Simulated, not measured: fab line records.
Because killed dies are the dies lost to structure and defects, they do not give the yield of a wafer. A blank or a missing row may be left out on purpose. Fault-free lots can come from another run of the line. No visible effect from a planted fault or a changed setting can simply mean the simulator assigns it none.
fab line records | flow nand_harc
record: lots: 14 wafers: 42 last_day: 24
route steps=1159 shown A_CONTACT@943 A_M1@1057 A_BONDPAD@1060 END@1159
lots untouched by any fault: they come from a run of this same line in which no faults occurred
start_h: the number of hours between the record's first day and the start of the first shown wafer of the lot | wait_h: hours since the lot's step before | " same as the row above | L1.1+2: one row covering several wafers at once | - no value, or no start given | * or withheld: withheld | < > ~ a bound
route shown NAME@n: names a module that has steps shown in the file, with the first one's number in the route | usual: mean/standard deviation taken from wafers without a fault | same: alike in all rows | chamber/n: place in a boat | sites: the reading at each site | _std_site: the standard deviation of these | _edge_site: mean of outer sites minus mean of inner sites | radius_mm: how far each site lies from the wafer's centre | mask NAME#n: copy n | behind: the last tool/chamber to shape the wafer | hold: what put the lot on hold/how long, in hours/how the hold closed | device: which transistor (n, p or np) failed to switch | end of line: tests of these same wafers at the route's end | a step given without rows: its recipe and nothing more | killed: count of dies lost to structure and defects at first sort (not the wafer's yield) | map: dies across one wafer; x = killed, . = not, _ = none there
set.NAME: the run value of the setting; set.NAME@STEP: its run value at that earlier step | model.NAME: the simulator's own value behind a step, which no gauge read
the route's steps for a sample of lots (tables are steps, rows are wafers)
services: from which hour (start_h, from the record's first day; less than 0 if before it) a tool's chamber was out of use, for how many hours, and why
== steps ==
step: NHARC_A_CONTACT_ETCH_134
recipe: source_w: withheld pressure_mtorr: 20 bias_v: withheld time_s: 140 target_depth_a: 7000 ar_flow_sccm: withheld c4f8_flow_sccm: withheld o2_flow_sccm: withheld chemistry: C4F8/O2/Ar
columns lot.wafer tool chamber start_h wait_h rf_hours_counter_h
L939.4 har_cap_etch-03 0 392.07 - -
L939.5 " 1 " " -
L939.6 " 0 " " -
L940.3 har_cap_etch-02 1 396.46 - -
L940.6 " 0 " " -
L940.5 " 1 " " -
L941.1 har_cap_etch-02 1 403.01 - 15
L941.4 " 0 " " -
L941.6 " 0 " " -
L942.1 har_cap_etch-01 1 414.59 - 64
L942.3 " 1 " " -
L942.5 " 1 " " -
L944.1 har_cap_etch-03 1 417.16 - 88
L944.2 " 0 " " 88
L944.6 " 0 " " -
L946.4 har_cap_etch-01 1 424.38 - -
L946.3 " 0 " " -
L946.6 " 0 " " -
L945.2 har_cap_etch-01 0 432.81 - 67
L945.1 " 1 " " 67
L945.3 " 0 " " -
L949.1 har_cap_etch-02 0 443.24 - 22
L949.4 " 1 " " -
L949.5 " 0 " " -
L950.4 har_cap_etch-02 1 489.63 - -
L950.6 " 0 " " -
L950.5 " 1 " " -
L955.2 har_cap_etch-02 0 493.14 - 29
L955.4 " 1 " " -
L955.5 " 1 " " -
L958.1 har_cap_etch-03 0 498.34 - 103
L958.2 " 1 " " 103
L958.3 " 0 " " -
L957.2 har_cap_etch-03 0 512.17 - 106
L957.3 " 0 " " -
L957.6 " 0 " " -
L954.1 har_cap_etch-02 0 513.33 - 34
L954.3 " 0 " " -
L954.6 " 0 " " -
L961.2 har_cap_etch-03 0 521.68 - 108
L961.3 " 1 " " -
L961.5 " 0 " " -
step: NHARC_A_M1_PRE_CLEAN_32
recipe: time_s: 12 temp_c: 370 rf_power_w: 300 gas: NH3
usual: heater_power_w: 671/110
columns lot.wafer tool chamber start_h wait_h heater_power_w
L939.4 pecvd-02 2 413.64 0.1 675
L939.5 " 0 " " 588
L939.6 " 1 " " 629
L940.3 pecvd-02 1 415.93 0.1 597
L940.6 " 1 " " 584
L940.5 " 2 " " 796
L941.1 pecvd-02 1 419.39 0.5 636
L941.6 " 2 " " 782
L941.4 " 0 " " 612
L942.3 pecvd-01 1 434.99 0.1 965
L942.1 " 2 " " 712
L942.5 " 0 " " 553
L944.1 pecvd-04 0 436.10 0.1 761
L944.2 " 1 " " 761
L944.6 " 2 " " 550
L946.3 pecvd-02 2 440.78 0.1 792
L946.4 " 0 " " 579
L946.6 " 1 " " 625
L945.2 pecvd-01 0 448.81 0.1 591
L945.1 " 2 " " 640
L945.3 " 2 " " 643
L949.1 pecvd-02 1 470.36 0.1 626
L949.5 " 2 " " 752
L949.4 " 1 " " 641
L950.6 pecvd-04 0 511.65 0.1 651
L950.5 " 1 " " 749
L950.4 " 2 " " 619
L955.2 pecvd-04 2 512.25 0.1 594
L955.5 " 2 " " 599
L955.4 " 1 " " 635
L958.2 pecvd-04 0 514.96 0.1 639
L958.1 " 1 " " 677
L958.3 " 2 " " 551
L957.3 pecvd-01 2 531.89 0.1 565
L957.2 " 0 " " 550
L957.6 " 2 " " 572
L954.3 pecvd-04 2 532.15 0.1 557
L954.1 " 1 " " 630
L954.6 " 2 " " 533
L961.2 pecvd-04 0 540.48 0.1 699
L961.3 " 2 " " 640
L961.5 " 1 " " 751
step: NHARC_A_BONDPAD_CMP_29
recipe: target_thk_nm: 200 material: SiCN
usual: motor_current_A: 12.2/1.4
columns lot.wafer tool chamber start_h wait_h motor_current_A
L939.4 cmp-01 3 414.67 - 11.1
L939.5 " 3 " " 11.3
L939.6 " 0 " " 10.6
L940.3 cmp-02 0 417.01 - 13.8
L940.6 " 2 " " 13.1
L940.5 " 3 " " 12.1
L941.1 cmp-01 0 420.41 - 10.0
L941.4 " 1 " " 13.8
L941.6 " 1 " " 13.8
L942.3 cmp-01 0 436.03 - 10.0
L942.1 " 1 " " 13.9
L942.5 " 0 " " 10.4
L944.1 cmp-02 3 437.31 - 11.4
L944.2 " 0 " " 13.6
L944.6 " 3 " " 12.7
L946.4 cmp-04 1 441.87 - 11.4
L946.3 " 2 " " 11.4
L946.6 " 0 " " 11.6
L945.1 cmp-02 1 450.02 - 15.2
L945.3 " 2 " " 12.7
L945.2 " 0 " " 13.7
L949.1 cmp-02 2 471.47 - 12.8
L949.4 " 0 " " 13.5
L949.5 " 2 " " 13.3
L950.4 cmp-04 2 512.70 - 11.0
L950.6 " 0 " " 11.3
L950.5 " 1 " " 10.7
L955.2 cmp-02 0 513.29 - 13.1
L955.4 " 2 " " 12.4
L955.5 " 1 " " 14.6
L958.2 cmp-02 0 515.99 - 13.7
L958.3 " 1 " " 15.4
L958.1 " 3 " " 11.3
L957.2 cmp-02 1 532.94 - 14.9
L957.3 " 2 " " 12.5
L957.6 " 1 " " 14.7
L954.1 cmp-01 2 533.21 - 11.5
L954.3 " 1 " " 13.3
L954.6 " 2 " " 11.6
L961.2 cmp-01 1 541.54 - 13.2
L961.3 " 3 " " 11.5
L961.5 " 0 " " 10.5
step: NHARC_A_BONDPAD_DESCUM_11
recipe: time_s: 3 o2_flow_sccm: 200 ar_flow_sccm: 0 bias_power_w: 0 chemistry: O2
usual: drypump_motor_current_A: 5.5/0.52 oes_product_au: 0.999/0.0076 rf_vpp_V: 57.6/0.87 showerhead_plenum_p_Torr: 1.90/0.064 throttle_valve_pct: 11.311/0.0088
columns lot.wafer tool chamber start_h wait_h drypump_motor_current_A oes_product_au rf_hours_counter_h rf_vpp_V showerhead_plenum_p_Torr throttle_valve_pct
L939.4 rie_diel-04 1 415.70 - 5.0 1.001 51 58.0 1.87 11.313
L939.5 " 1 " " 5.0 1.003 - 56.7 1.87 11.308
L939.6 " 2 " " 5.6 0.991 - 57.9 1.85 11.314
L940.3 rie_diel-03 0 417.87 - 5.4 0.995 3 57.1 1.80 11.286
L940.5 " 0 " " 5.4 0.996 - 56.2 1.80 11.316
L940.6 " 3 " " 6.4 1.004 - 56.8 1.98 11.302
L941.1 rie_diel-04 0 421.31 - 5.9 1.008 51 59.0 1.94 11.305
L941.4 " 2 " " 5.6 1.007 52 57.6 1.85 11.296
L941.6 " 1 " " 5.0 0.998 - 57.6 1.87 11.318
L942.1 rie_diel-06 0 436.96 - 4.8 0.996 0 58.1 1.92 11.306
L942.3 " 1 " " 5.8 0.998 0 57.4 1.81 11.319
L942.5 " 0 " " 4.8 1.006 - 56.7 1.92 11.318
L944.2 rie_diel-03 3 438.34 - 6.4 1.008 7 58.3 1.98 11.312
L944.1 " 0 " " 5.4 1.007 7 55.9 1.80 11.312
L944.6 " 0 " " 5.4 1.001 - 57.5 1.80 11.319
L946.4 rie_diel-06 1 442.85 - 5.8 1.002 0 56.6 1.81 11.321
L946.3 " 3 " " 5.4 0.998 0 57.4 1.94 11.308
L946.6 " 2 " " 6.3 0.995 - 57.4 1.90 11.320
L945.3 rie_diel-03 2 451.07 - 5.4 0.987 8 59.0 1.98 11.302
L945.1 " 3 " " 6.4 1.009 8 58.2 1.97 11.299
L945.2 " 0 " " 5.4 0.997 8 57.6 1.79 11.324
L949.4 rie_diel-06 2 472.49 - 6.3 0.995 1 57.0 1.90 11.301
L949.1 " 1 " " 5.8 0.993 1 57.2 1.81 11.308
L949.5 " 2 " " 6.2 0.986 - 58.2 1.90 11.303
L950.4 rie_diel-06 3 513.68 - 5.3 1.008 3 58.4 1.94 11.298
L950.6 " 3 " " 5.3 1.003 - 58.3 1.94 11.310
L950.5 " 0 " " 4.8 1.009 - 56.9 1.92 11.316
L955.4 rie_diel-06 0 514.19 - 4.8 0.997 3 58.3 1.92 11.321
L955.2 " 3 " " 5.3 0.995 3 58.2 1.94 11.310
L955.5 " 0 " " 4.8 0.983 - 57.0 1.92 11.312
L958.3 rie_diel-06 3 517.03 - 5.4 0.997 3 58.5 1.94 11.298
L958.2 " 1 " " 5.8 0.982 3 56.0 1.81 11.309
L958.1 " 2 " " 6.3 0.997 3 56.5 1.90 11.328
L957.3 rie_diel-06 3 533.86 - 5.4 1.011 4 57.7 1.94 11.310
L957.2 " 2 " " 6.3 0.992 4 57.1 1.90 11.307
L957.6 " 0 " " 4.8 1.009 - 57.7 1.92 11.294
L954.3 rie_diel-06 0 534.24 - 4.8 0.999 4 57.0 1.92 11.308
L954.1 " 1 " " 5.8 0.998 4 57.7 1.80 11.323
L954.6 " 1 " " 5.8 0.990 - 56.5 1.80 11.329
L961.3 rie_diel-06 3 542.55 - 5.3 0.997 4 57.3 1.94 11.315
L961.2 " 0 " " 4.8 1.010 4 58.0 1.92 11.294
L961.5 " 2 " " 6.3 1.005 - 56.5 1.90 11.306
step: NHARC_END_SORT_01
recipe: temp_c: 25
usual: killed_at_array: 25/9.8 killed_at_other: 0.8/1.1 killed_at_periphery: 3.3/2.1 killed_dies: 29/10 killed_open: 3.3/1.8 killed_short: 1.9/1.4
same: gross_dies: 677
columns lot.wafer tool chamber start_h wait_h killed_at_array killed_at_other killed_at_periphery killed_dies killed_open killed_short
L955.2 prober-02 0 549.06 2.8 84 0 4 88 2 2
L955.4 prober-02 0 550.64 3.4 39 0 5 44 3 4
L955.5 prober-02 0 551.42 3.7 36 0 1 37 3 1
L954.1 prober-01 0 571.53 2.5 53 2 0 55 0 3
L954.3 prober-01 0 573.14 3.1 68 1 3 72 1 3
L954.6 prober-01 0 575.55 4.0 61 0 4 65 5 4
killed by level:class
L955.2 A_CONTACT:unspecified=44 A_CHANNEL_HOLE_D1:chamber_film_flake=20 A_SLIT:chamber_film_flake=12 A_STAIRCASE:chamber_film_flake=4 P_GATE:chamber_film_flake=3 A_ONON_D1:geometric_particle:short=2 A_M0:geometric_particle:open=2 P_M1:chamber_film_flake=1
L955.4 A_CHANNEL_HOLE_D1:chamber_film_flake=18 A_SLIT:chamber_film_flake=10 A_CONTACT:geometric_particle:open=3 P_STI:chamber_film_flake=3 A_CONTACT:chamber_film_flake=3 A_STAIRCASE:chamber_film_flake=2 P_M0:geometric_particle:short=1 A_CHANNEL_HOLE_D1:geometric_particle:short=1
L955.5 A_SLIT:chamber_film_flake=16 A_CHANNEL_HOLE_D1:chamber_film_flake=14 A_CONTACT:chamber_film_flake=2 P_CONTACT:geometric_particle:short=1 A_CONTACT:geometric_particle:open=1 A_BLC:geometric_particle:open=1 A_M0:geometric_particle:open=1 A_STAIRCASE:chamber_film_flake=1
L954.1 A_CONTACT:unspecified=36 A_CHANNEL_HOLE_D1:chamber_film_flake=6 A_CONTACT:chamber_film_flake=4 A_STAIRCASE:chamber_film_flake=3 THIN_TSV:chamber_film_flake=2 A_CHANNEL_FILL_D1:geometric_particle:short=1 A_STAIRCASE:geometric_particle:short=1 A_WL_FILL:geometric_particle:short=1
L954.3 A_CONTACT:unspecified=40 A_CHANNEL_HOLE_D1:chamber_film_flake=19 A_CONTACT:chamber_film_flake=3 A_WL_FILL:chamber_film_flake=2 P_M0:geometric_particle:short=1 A_ONON_D1:geometric_particle:short=1 A_CONTACT:geometric_particle:open=1 A_CONTACT:geometric_particle:short=1
L954.6 A_CONTACT:unspecified=36 A_CHANNEL_HOLE_D1:chamber_film_flake=12 A_STAIRCASE:chamber_film_flake=5 P_STI:geometric_particle:short=1 P_M2:geometric_particle:open=1 A_SOURCE_PLATE:geometric_particle:short=1 A_ONON_D1:geometric_particle:open=1 A_SGD_CUT:geometric_particle:open=1
== services ==
columns tool chamber start_h hours kind
cmp-02 - 371.34 2.2 repair
rie_diel-06 0 372.70 - clean
rie_diel-06 1 372.70 - clean
rie_diel-06 2 372.70 - clean
rie_diel-06 3 372.70 - clean
cmp-01 - 375.50 4.0 pm
pecvd-04 - 377.01 13.0 pm
pecvd-02 0 382.01 24.5 repair
cmp-04 - 400.04 4.0 pm
rie_diel-03 1 413.39 7.9 repair
pecvd-01 - 418.14 13.0 pm
rie_diel-06 - 418.20 9.0 pm
har_cap_etch-01 - 427.59 2.5 repair
cmp-02 - 440.17 4.0 pm
cmp-01 - 440.52 10.1 repair
pecvd-01 1 440.65 8.3 repair
rie_diel-04 - 466.06 9.0 pm
cmp-01 - 473.50 4.0 pm
rie_diel-04 - 491.98 0.2 repair
cmp-04 - 498.04 4.0 pm
pecvd-01 0 508.29 8.7 repair
pecvd-02 - 515.37 13.0 pm
har_cap_etch-01 - 536.42 2.4 repair
cmp-02 - 538.17 4.0 pm
== key ==
first_sign: step: NHARC_END_SORT_01 reading: killed_at_array direction: up sigmas: 4.2 usual: 25 struck: 66
effect: step: NHARC_END_SORT_01 reading: killed_dies direction: up sigmas: 3.9 usual: 29 struck: 70
more_kills_born_at: NHARC_A_CONTACT_ETCH_134@har_cap_etch-02: 156
met_at NHARC_A_CONTACT_ETCH_134
struck_lots L954,L955
struck_wafers L954.1,L954.3,L954.6,L955.2
tester_left_out L954,L955
not_acting_at NHARC_A_M1_PRE_CLEAN_32,NHARC_A_BONDPAD_CMP_29,NHARC_A_BONDPAD_DESCUM_11
onset_between 489.63 493.14
fault: kind: chamber_particle_source tool: har_cap_etch-02 chamber: 0 onset_h: 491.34 steps: NHARC_A_CONTACT_ETCH_134 rate_per_visit_cm2: 1.146 end_h: 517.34
tester_left_out: of these lots the tester's yield and bins aren't shown, on N5 and GAA mostly nor the transistor test; their killed dies are dies lost to structure and defects alone, not to doping, threshold or leakage, so they don't give the yield
